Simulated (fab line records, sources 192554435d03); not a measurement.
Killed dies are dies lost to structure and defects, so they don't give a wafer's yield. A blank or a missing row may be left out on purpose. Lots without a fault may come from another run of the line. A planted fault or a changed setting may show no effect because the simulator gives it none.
Chamber matching | flow n5_finfet | N5_BEOL_M13_DEP_53 on pecvd-04: 3 sister chambers
The step deposits SiCN from 3MS/NH3, target thk 50 nm, time 17.8 s. 6 wafers are shown with their chamber, then 10 later ones without.

WAFERS WITH THEIR CHAMBER
wafer  | chamber | throttle_valve_pct (%) | showerhead_vpp_V (V)
L089.6 | 0       | 17.3                   | 1453
L090.1 | 2       | 16.7                   | 1488
L090.4 | 2       | 16.7                   | 1513
L090.5 | 1       | 17.5                   | 1524
L091.2 | 0       | 17.2                   | 1447
L091.3 | 1       | 17.4                   | 1543

WAFERS WITHOUT THEIR CHAMBER
wafer  | throttle_valve_pct (%) | showerhead_vpp_V (V)
L091.5 | 17.5                   | 1536
L092.1 | 17.6                   | 1450
L092.4 | 17.3                   | 1515
L092.6 | 17.3                   | 1462
L097.3 | 16.7                   | 1544
L097.4 | 17.4                   | 1544
L097.6 | 17.3                   | 1488
L096.1 | 17.4                   | 1551
L096.2 | 16.9                   | 1531
L096.4 | 17.4                   | 1531

WHICH CHAMBER EACH WENT THROUGH
wafer  | from the rows above     | in truth
L091.5 | 1                       | 1
L092.1 | can't be placed: 0 or 1 | 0
L092.4 | 1                       | 1
L092.6 | 0                       | 0
L097.3 | 2                       | 2
L097.4 | 1                       | 1
L097.6 | can't be placed: 0 or 1 | 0
L096.1 | 1                       | 1
L096.2 | 2                       | 2
L096.4 | 1                       | 1
Placed correctly: 8 of 10. Can't be placed from these rows: 2 (the true chamber is among the candidates in 2). Placed wrongly: 0.
How it was worked out, from the rows above alone: a wafer's distance from a chamber is the root of the sum, over the readings, of the square of ((its reading less the chamber's mean) divided by the reading's scatter). The wafer belongs to the nearest chamber; if the next one is less than 2 further off, it can't be placed. A chamber's mean is the mean of its shown wafers. The scatter: the root of (the sum of the squares of (reading less its chamber's mean) over the shown wafers, divided by (wafers less chambers)).
